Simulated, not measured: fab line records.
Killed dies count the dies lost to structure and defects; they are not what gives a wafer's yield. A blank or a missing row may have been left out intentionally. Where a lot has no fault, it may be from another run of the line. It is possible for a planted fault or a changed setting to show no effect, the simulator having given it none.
fab line records	flow nandHarc
record: lots: 13	wafers: 39	lastDay: 24
route steps=1159 shown A_CONTACT@863 THIN_TSV@1122 END@1159
lots that met no fault: taken from a fault-free run of the same line
startH: the number of hours between the record's first day and the start of the first shown wafer of the lot	waitH: time in hours since the lot's previous step	" repeats the value in the row above	L1.1+2: one row covering several wafers at once	- either no value or no given start	* or withheld: withheld	< > ~ a bound
route shown NAME@n: NAME is a module with steps in the file, n the number in the route of the first one	usual: mean/standard deviation of fault-free wafers	same: alike in all rows	chamber/n: place in a boat	sites: readings site by site	_std_site: how widely they spread, as a standard deviation	_edge_site: the outer-site mean with the inner-site mean subtracted	radiusMm: for every site, how far away it sits from the centre of the wafer	mask NAME#n: copy n	behind: the most recent tool/chamber to have shaped the wafer	hold: what put the lot on hold/how long, in hours/how the hold closed	device: names the non-switching transistor (n, p or np)	end of line: the same wafers' tests at the end of the route	step lacking rows: just its recipe	killed: count of dies lost to structure and defects at first sort (not the wafer's yield)	map: dies across one wafer; x = killed, . = not, _ = none there
set.NAME: the setting as run; set.NAME@STEP: as run at that earlier step	model.NAME: the simulator's own value behind a step, which no gauge read
steps of the route over a sample of lots; a table a step, a row a wafer
services: from which hour (startH, from the record's first day; less than 0 if before it) a tool's chamber was out of use, for how many hours, and why
== steps ==
step: NHARC_A_CONTACT_ETCH_112
recipe: sourceW: withheld	pressureMtorr: 20	biasV: 3000	timeS: 94	targetDepthA: 9220	arFlowSccm: withheld	c4f8FlowSccm: withheld	o2FlowSccm: withheld	chemistry: C4F8/O2/Ar
lot.wafer	tool	chamber	startH	waitH	rfHoursCounterH
L328.4	harCapEtch-03	0	362.71	0.1	-
L328.6	"	1	"	"	-
L328.5	"	0	"	"	-
L329.2	harCapEtch-03	1	373.89	0.2	83
L329.4	"	0	"	"	-
L329.6	"	1	"	"	-
L330.2	harCapEtch-01	1	373.98	0.2	57
L330.1	"	0	"	"	57
L330.6	"	1	"	"	-
L333.1	harCapEtch-02	1	385.37	0.1	12
L333.3	"	1	"	"	-
L333.6	"	0	"	"	-
L334.2	harCapEtch-03	1	385.61	0.2	86
L334.3	"	0	"	"	-
L334.6	"	1	"	"	-
L332.2	harCapEtch-01	1	390.84	0.1	61
L332.3	"	0	"	"	-
L332.4	"	1	"	"	-
L335.2	harCapEtch-02	1	408.19	0.2	16
L335.3	"	1	"	"	-
L335.4	"	0	"	"	-
L337.1	harCapEtch-02	1	422.14	0.2	17
L337.2	"	0	"	"	17
L337.5	"	0	"	"	-
L344.1	harCapEtch-02	0	461.61	0.2	24
L344.3	"	1	"	"	-
L344.5	"	1	"	"	-
L346.2	harCapEtch-02	1	473.83	0.1	27
L346.3	"	1	"	"	-
L346.6	"	0	"	"	-
L348.2	harCapEtch-01	0	499.43	0.2	77
L348.3	"	0	"	"	-
L348.4	"	1	"	"	-
L347.1	harCapEtch-01	1	508.14	0.2	78
L347.3	"	0	"	"	-
L347.4	"	1	"	"	-
L351.1	harCapEtch-01	0	512.18	0.2	79
L351.3	"	0	"	"	-
L351.5	"	0	"	"	-
step: NHARC_THIN_TSV_STRIP_45
recipe: powerW: 1500	tempC: 250	chemistry: O2
usual: drypumpMotorCurrentA: 6.0/0.32	heaterPowerW: 307/17
lot.wafer	tool	chamber	startH	waitH	drypumpMotorCurrentA	heaterPowerW	rfHoursCounterH
L328.4	plasmaAsher-01	1	416.58	0.2	5.6	317	-
L328.6	"	1	"	"	5.6	323	-
L328.5	"	0	"	"	6.3	296	-
L329.2	plasmaAsher-02	0	426.77	0.1	5.9	303	18
L329.4	"	0	"	"	5.9	313	-
L329.6	"	0	"	"	5.9	304	-
L330.2	plasmaAsher-02	1	427.63	0.1	6.4	304	19
L330.1	"	0	"	"	5.9	299	19
L330.6	"	0	"	"	5.9	298	-
L334.2	plasmaAsher-01	0	435.35	0.1	6.3	281	53
L334.3	"	0	"	"	6.3	279	-
L334.6	"	1	"	"	5.6	333	-
L333.1	plasmaAsher-02	0	438.43	0.1	5.9	303	23
L333.3	"	0	"	"	5.9	298	-
L333.6	"	0	"	"	5.9	303	-
L332.2	plasmaAsher-01	0	444.61	0.1	6.2	279	56
L332.3	"	0	"	"	6.2	280	-
L332.4	"	1	"	"	5.6	332	-
L335.2	plasmaAsher-01	1	464.75	2.5	5.6	336	2
L335.3	"	0	"	"	6.2	292	-
L335.4	"	1	"	"	5.6	328	-
L337.1	plasmaAsher-01	1	469.64	0.1	5.6	330	6
L337.2	"	0	"	"	6.3	292	6
L337.5	"	0	"	"	6.3	294	-
L344.1	plasmaAsher-02	0	522.55	0.1	5.9	301	48
L344.3	"	0	"	"	5.9	303	-
L344.5	"	1	"	"	6.4	306	-
L346.2	plasmaAsher-02	1	529.49	0.1	6.4	305	50
L346.3	"	1	"	"	6.4	300	-
L346.6	"	0	"	"	5.9	303	-
L348.2	plasmaAsher-02	1	548.48	0.1	6.4	289	1
L348.4	"	0	"	"	5.9	303	-
L348.3	"	1	"	"	6.4	290	-
L347.1	plasmaAsher-01	1	559.99	0.1	5.6	330	42
L347.4	"	1	"	"	5.6	337	-
L347.3	"	0	"	"	6.3	294	-
L351.1	plasmaAsher-01	0	566.49	0.1	6.3	293	48
L351.3	"	1	"	"	5.6	325	-
L351.5	"	1	"	"	5.6	325	-
step: NHARC_THIN_TSV_DEP_47
recipe: targetThkA: 2000	tempC: withheld	pressureTorr: 6.5	rfW: 900	teosFlowSccm: 161.4	flowSccm: 2650	targetThkNm: 200	gas: O2	material: SiO2
usual: showerheadVppV: 1843/110	throttleValvePct: 15.6/0.66
lot.wafer	tool	chamber	startH	waitH	showerheadVppV	throttleValvePct
L328.4	pecvd-02	2	417.49	-	1758	14.3
L328.5	"	0	"	"	1916	16.2
L328.6	"	2	"	"	1744	14.7
L329.2	pecvd-03	2	427.52	-	1683	16.3
L329.6	"	0	"	"	1745	14.5
L329.4	"	1	"	"	1928	15.0
L330.2	pecvd-02	2	428.44	-	1786	14.6
L330.1	"	0	"	"	1947	16.5
L330.6	"	0	"	"	1943	16.2
L334.3	pecvd-03	1	436.14	-	1910	14.6
L334.2	"	0	"	"	1740	14.2
L334.6	"	1	"	"	1951	14.8
L333.1	pecvd-03	1	439.26	-	1919	14.8
L333.3	"	2	"	"	1690	16.2
L333.6	"	1	"	"	1942	14.9
L332.2	pecvd-01	1	445.45	-	1823	15.2
L332.3	"	2	"	"	1755	15.9
L332.4	"	0	"	"	1975	16.0
L335.3	pecvd-01	1	465.51	-	1838	15.4
L335.2	"	2	"	"	1772	16.0
L335.4	"	1	"	"	1827	15.5
L337.1	pecvd-02	0	470.45	-	1941	16.4
L337.2	"	2	"	"	1765	14.6
L337.5	"	2	"	"	1750	14.5
L344.3	pecvd-03	0	523.43	-	1754	14.6
L344.1	"	2	"	"	1718	16.4
L344.5	"	0	"	"	1757	14.7
L346.2	pecvd-01	2	530.30	-	1748	15.9
L346.3	"	0	"	"	1987	15.9
L346.6	"	1	"	"	1815	15.1
L348.2	pecvd-03	2	549.23	-	1708	16.3
L348.3	"	1	"	"	1918	15.1
L348.4	"	2	"	"	1712	16.1
L347.1	pecvd-03	0	560.79	-	1774	14.8
L347.3	"	1	"	"	1916	15.2
L347.4	"	0	"	"	1772	14.8
L351.3	pecvd-01	2	567.38	-	1762	15.9
L351.1	"	0	"	"	2010	16.1
L351.5	"	1	"	"	1811	15.3
step: NHARC_THIN_TSV_ETCH_36
recipe: targetDepthA: 650	overEtchFrac: 0.3	timeS: 18.571	ionEnergyEv: 150	chemistry: Cl2/BCl3
usual: drypumpMotorCurrentA: 5.8/0.59	oesProductAu: 0.999/0.0066
lot.wafer	tool	chamber	startH	waitH	drypumpMotorCurrentA	oesProductAu	rfHoursCounterH
L328.4	rieMetal-03	0	422.13	0.2	5.2	1.000	-
L328.5	"	1	"	"	6.6	0.997	-
L328.6	"	0	"	"	5.2	1.005	-
L329.2	rieMetal-02	0	432.05	0.2	5.0	1.001	1.2
L329.4	"	1	"	"	5.6	0.980	-
L329.6	"	0	"	"	5.0	1.004	-
L330.1	rieMetal-01	1	433.23	0.2	5.8	1.005	3.2
L330.2	"	0	"	"	6.3	1.006	3.2
L330.6	"	0	"	"	6.3	0.997	-
L334.2	rieMetal-02	1	440.64	0.2	5.6	1.008	1.4
L334.3	"	0	"	"	5.0	1.002	-
L334.6	"	0	"	"	5.0	1.000	-
L333.1	rieMetal-02	0	443.91	0.2	5.0	0.989	1.6
L333.3	"	1	"	"	5.6	0.999	-
L333.6	"	1	"	"	5.6	1.000	-
L332.2	rieMetal-02	0	450.00	0.2	5.0	1.000	1.8
L332.3	"	0	"	"	5.0	0.996	-
L332.4	"	1	"	"	5.6	1.000	-
L335.2	rieMetal-03	1	470.69	0.2	6.7	0.997	0.2
L335.3	"	0	"	"	5.2	0.992	-
L335.4	"	1	"	"	6.6	1.002	-
L337.1	rieMetal-02	0	475.21	0.2	5.0	0.999	2.4
L337.2	"	1	"	"	5.6	0.998	2.4
L337.5	"	1	"	"	5.6	1.006	-
L344.1	rieMetal-01	1	528.11	0.2	5.8	0.994	0.2
L344.3	"	0	"	"	6.3	0.994	-
L344.5	"	1	"	"	5.7	1.009	-
L346.2	rieMetal-02	0	535.03	0.2	5.0	0.998	4.3
L346.3	"	0	"	"	5.0	0.999	-
L346.6	"	1	"	"	5.6	1.003	-
L348.2	rieMetal-03	0	554.26	0.2	5.3	0.992	2.7
L348.3	"	1	"	"	6.6	0.988	-
L348.4	"	0	"	"	5.2	0.988	-
L347.1	rieMetal-03	0	565.79	0.3	5.2	0.996	3.3
L347.4	"	0	"	"	5.2	0.991	-
L347.3	"	1	"	"	6.7	0.993	-
L351.1	rieMetal-01	0	572.15	0.2	6.3	0.998	1.4
L351.3	"	0	"	"	6.3	0.992	-
L351.5	"	0	"	"	6.3	0.993	-
step: NHARC_END_SORT_01
recipe: tempC: 25
usual: killedAtArray: 28/12	killedAtOther: 0.8/1.1	killedAtPeriphery: 3.6/2.3	killedDies: 32/12	killedOpen: 3.4/1.9	killedShort: 2.0/1.3
same: grossDies: 677
lot.wafer	tool	chamber	startH	waitH	killedAtArray	killedAtOther	killedAtPeriphery	killedDies	killedOpen	killedShort
L328.4	prober-01	0	435.44	3.4	36	0	1	37	3	3
L328.5	prober-01	0	436.24	3.7	37	0	3	40	4	2
L328.6	prober-01	0	437.04	4.0	33	0	2	35	3	0
L337.1	prober-02	0	490.47	2.5	11	3	7	21	4	2
L337.2	prober-02	0	491.28	2.8	16	1	6	23	7	4
L337.5	prober-02	0	493.71	3.7	12	1	6	19	1	5
L344.1	prober-02	0	536.29	2.5	53	2	4	59	3	2
L344.3	prober-02	0	537.88	3.1	125	3	5	133	3	3
L344.5	prober-02	0	539.47	3.7	129	1	4	134	2	3
L346.2	prober-02	0	544.87	2.8	102	0	2	104	4	2
L346.3	prober-02	0	545.68	3.1	120	1	2	123	3	2
L346.6	prober-02	0	548.09	4.0	27	1	5	33	3	1
L347.1	prober-01	0	574.08	2.5	18	2	8	28	2	2
L347.3	prober-01	0	575.70	3.1	28	0	6	34	1	6
L347.4	prober-01	0	576.50	3.4	24	0	7	31	6	3
killed by level:class
L328.4 A_SLIT:chamberFilmFlake=13 A_CHANNEL_HOLE_D1:chamberFilmFlake=8 A_STAIRCASE:chamberFilmFlake=6 A_CONTACT:chamberFilmFlake=3 A_CHANNEL_FILL_D1:geometricParticle:short=2 A_SOURCE_PLATE:geometricParticle:short=1 A_WL_FILL:geometricParticle:open=1 A_CONTACT:geometricParticle:open=1
L328.5 A_CHANNEL_HOLE_D1:chamberFilmFlake=14 A_SLIT:chamberFilmFlake=7 A_STAIRCASE:chamberFilmFlake=6 A_CONTACT:chamberFilmFlake=5 P_CONTACT:geometricParticle:open=2 A_BLC:geometricParticle:open=2 A_WL_FILL:geometricParticle:short=1 A_CONTACT:geometricParticle:short=1
L328.6 A_STAIRCASE:chamberFilmFlake=12 A_SLIT:chamberFilmFlake=8 A_CHANNEL_HOLE_D1:chamberFilmFlake=5 A_CONTACT:chamberFilmFlake=5 A_CONTACT:geometricParticle:open=2 A_WL_FILL:geometricParticle:open=1 P_STI:chamberFilmFlake=1 P_BONDPAD:chamberFilmFlake=1
L337.1 P_M0:chamberFilmFlake=4 A_CHANNEL_HOLE_D1:chamberFilmFlake=4 THIN_TSV:chamberFilmFlake=3 P_CONTACT:geometricParticle:open=1 P_M0:geometricParticle:open=1 A_ONON_D1:geometricParticle:short=1 A_CHANNEL_FILL_D1:geometricParticle:open=1 A_WL_FILL:geometricParticle:short=1
L337.2 A_CHANNEL_HOLE_D1:chamberFilmFlake=5 P_M1:geometricParticle:open=2 A_WL_FILL:geometricParticle:open=2 P_STI:chamberFilmFlake=2 A_WL_FILL:chamberFilmFlake=2 P_M0:geometricParticle:open=1 A_ONON_D1:geometricParticle:short=1 A_CHANNEL_HOLE_D1:geometricParticle:short=1
L337.5 A_CHANNEL_HOLE_D1:chamberFilmFlake=3 A_WL_FILL:geometricParticle:short=2 A_CONTACT:geometricParticle:short=2 P_STI:chamberFilmFlake=2 A_STAIRCASE:chamberFilmFlake=2 A_CONTACT:chamberFilmFlake=2 P_M0:geometricParticle:short=1 A_CONTACT:geometricParticle:open=1
L344.1 A_SLIT:chamberFilmFlake=21 A_STAIRCASE:chamberFilmFlake=12 A_CHANNEL_HOLE_D1:chamberFilmFlake=9 A_CONTACT:chamberFilmFlake=7 P_ZERO_WELL:chamberFilmFlake=3 A_CONTACT:geometricParticle:open=2 P_M0:geometricParticle:open=1 A_ONON_D1:geometricParticle:short=1
L344.3 A_CONTACT:unspecified=92 A_SLIT:chamberFilmFlake=13 A_STAIRCASE:chamberFilmFlake=8 A_CHANNEL_HOLE_D1:chamberFilmFlake=5 THIN_TSV:chamberFilmFlake=3 A_CONTACT:chamberFilmFlake=3 P_ZERO_WELL:chamberFilmFlake=2 P_CONTACT:geometricParticle:short=1
L344.5 A_CONTACT:unspecified=89 A_SLIT:chamberFilmFlake=18 A_STAIRCASE:chamberFilmFlake=8 A_CHANNEL_HOLE_D1:chamberFilmFlake=7 P_ZERO_WELL:chamberFilmFlake=3 A_WL_FILL:geometricParticle:short=2 A_WL_FILL:chamberFilmFlake=2 P_CONTACT:geometricParticle:short=1
L346.2 A_CONTACT:unspecified=78 A_SLIT:chamberFilmFlake=8 A_CHANNEL_HOLE_D1:chamberFilmFlake=7 A_STAIRCASE:chamberFilmFlake=2 A_CONTACT:chamberFilmFlake=2 P_GATE:geometricParticle:short=1 A_CHANNEL_FILL_D1:geometricParticle:short=1 A_CHANNEL_FILL_D1:geometricParticle:open=1
L346.3 A_CONTACT:unspecified=86 A_SLIT:chamberFilmFlake=15 A_CHANNEL_HOLE_D1:chamberFilmFlake=10 A_CONTACT:chamberFilmFlake=2 A_BLC:chamberFilmFlake=2 P_GATE:geometricParticle:short=1 A_ONON_D1:geometricParticle:open=1 A_SLIT:geometricParticle:open=1
L346.6 A_SLIT:chamberFilmFlake=16 A_CHANNEL_HOLE_D1:chamberFilmFlake=9 P_GATE:chamberFilmFlake=3 P_GATE:geometricParticle:open=1 P_CONTACT:geometricParticle:open=1 A_CHANNEL_HOLE_D1:geometricParticle:short=1 A_CONTACT:geometricParticle:open=1 THIN_TSV:chamberFilmFlake=1
L347.1 A_CHANNEL_HOLE_D1:chamberFilmFlake=9 P_M2:chamberFilmFlake=7 A_STAIRCASE:chamberFilmFlake=2 A_M0:chamberFilmFlake=2 THIN_TSV:chamberFilmFlake=2 P_M0:geometricParticle:open=1 A_CHANNEL_FILL_D1:geometricParticle:short=1 A_WL_FILL:geometricParticle:short=1
L347.3 A_CHANNEL_HOLE_D1:chamberFilmFlake=11 A_STAIRCASE:chamberFilmFlake=5 A_WL_FILL:geometricParticle:short=3 P_M2:chamberFilmFlake=3 A_M0:chamberFilmFlake=3 P_M0:geometricParticle:short=2 A_ZERO_WELL:chamberFilmFlake=2 A_CONTACT:chamberFilmFlake=2
L347.4 A_CHANNEL_HOLE_D1:chamberFilmFlake=5 P_M2:chamberFilmFlake=5 A_STAIRCASE:chamberFilmFlake=5 A_CONTACT:chamberFilmFlake=3 A_ONON_D1:geometricParticle:short=2 A_WL_FILL:geometricParticle:open=2 A_CONTACT:geometricParticle:open=2 A_M0:chamberFilmFlake=2
== services ==
tool	chamber	startH	hours	kind
plasmaAsher-02	-	360.22	9.0	pm
rieMetal-03	-	374.02	0.4	repair
rieMetal-03	0	375.49	2.5	repair
rieMetal-02	-	388.00	9.0	pm
pecvd-02	1	414.46	8.1	repair
pecvd-01	-	418.05	13.0	pm
pecvd-02	0	429.67	5.2	repair
rieMetal-03	-	453.00	9.0	pm
plasmaAsher-01	-	453.58	9.0	pm
plasmaAsher-01	0	453.58	9.0	ventCycle
plasmaAsher-01	1	453.58	9.0	ventCycle
plasmaAsher-02	-	457.77	9.9	repair
plasmaAsher-01	0	462.58	-	clean
pecvd-02	1	470.44	17.1	repair
pecvd-03	-	473.39	13.0	pm
plasmaAsher-01	-	474.15	1.8	repair
pecvd-02	0	477.34	2.7	repair
rieMetal-01	-	509.13	9.0	pm
pecvd-02	-	515.26	13.0	pm
plasmaAsher-02	-	537.22	9.0	pm
harCapEtch-03	-	545.00	17.0	pm
plasmaAsher-02	-	555.85	18.8	repair
rieMetal-02	-	565.00	9.0	pm
pecvd-03	-	567.06	0.8	repair
== key ==
firstSign: step: NHARC_END_SORT_01	reading: killedDies	direction: up	sigmas: 8	usual: 32	struck: 124
effect: step: NHARC_END_SORT_01	reading: killedAtArray	direction: up	sigmas: 7.8	usual: 28	struck: 119
moreKillsBornAt: NHARC_A_CONTACT_ETCH_112@harCapEtch-02: 345
metAt NHARC_A_CONTACT_ETCH_112
struckLots L344,L346
struckWafers L344.3,L344.5,L346.2,L346.3
testerLeftOut L344,L346
notActingAt NHARC_THIN_TSV_STRIP_45,NHARC_THIN_TSV_DEP_47,NHARC_THIN_TSV_ETCH_36
onsetBetween 422.14 461.61
fault: kind: chamberParticleSource	tool: harCapEtch-02	chamber: 1	onsetH: 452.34	steps: NHARC_A_CONTACT_ETCH_112	ratePerVisitCm2: 0.89256	endH: 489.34
testerLeftOut: of these lots the tester's yield and bins aren't shown, on N5 and GAA mostly nor the transistor test; their killed dies are dies lost to structure and defects alone, not to doping, threshold or leakage, so they don't give the yield
